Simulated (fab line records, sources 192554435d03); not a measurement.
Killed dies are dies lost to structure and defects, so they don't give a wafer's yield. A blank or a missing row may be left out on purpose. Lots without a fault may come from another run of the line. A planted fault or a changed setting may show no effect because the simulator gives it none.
Chamber matching | flow n5_finfet | N5_BEOL_M0_ALD_136 on ald_metal-03: 4 sister chambers
The step deposits TaN, pulse time 2 s, purge time 3 s, co reactant purge time 2 s. 14 wafers are shown with their chamber, then 7 later ones without.

WAFERS WITH THEIR CHAMBER
wafer  | chamber | heater_power_w (W)
L076.2 | 3       | 411
L076.3 | 1       | 422
L076.4 | 0       | 509
L077.2 | 0       | 507
L077.4 | 1       | 419
L077.5 | 1       | 412
L078.1 | 3       | 408
L078.2 | 2       | 475
L078.6 | 3       | 415
L085.1 | 1       | 408
L085.3 | 3       | 417
L085.6 | 3       | 417
L087.1 | 0       | 514
L087.2 | 3       | 404

SIGNATURES (means of the wafers above)
reading        | chamber 0 | chamber 1 | chamber 2 | chamber 3 | scatter within a chamber
heater_power_w | 510.00    | 415.25    | 475.00    | 412.00    | 5.37
Rule: a wafer's distance from a chamber is the root of the sum, over the readings, of the square of ((its reading less the chamber's mean) divided by the reading's scatter). The wafer belongs to the nearest chamber; if the next one is less than 2 further off, it can't be placed. The scatter: the root of (the sum of the squares of (reading less its chamber's mean) over the shown wafers, divided by (wafers less chambers)).

WAFERS WITHOUT THEIR CHAMBER
wafer  | heater_power_w (W)
L087.5 | 505
L086.1 | 493
L086.5 | 483
L086.6 | 417
L097.4 | 413
L097.5 | 524
L097.6 | 412

WHICH CHAMBER EACH WENT THROUGH
wafer  | from the rows above     | in truth
L087.5 | 0                       | 0
L086.1 | can't be placed: 0 or 2 | 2
L086.5 | 2                       | 2
L086.6 | can't be placed: 1 or 3 | 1
L097.4 | can't be placed: 3 or 1 | 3
L097.5 | 0                       | 0
L097.6 | can't be placed: 3 or 1 | 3
Placed correctly: 3 of 7. Can't be placed from these rows: 4 (the true chamber is among the candidates in 4). Placed wrongly: 0.
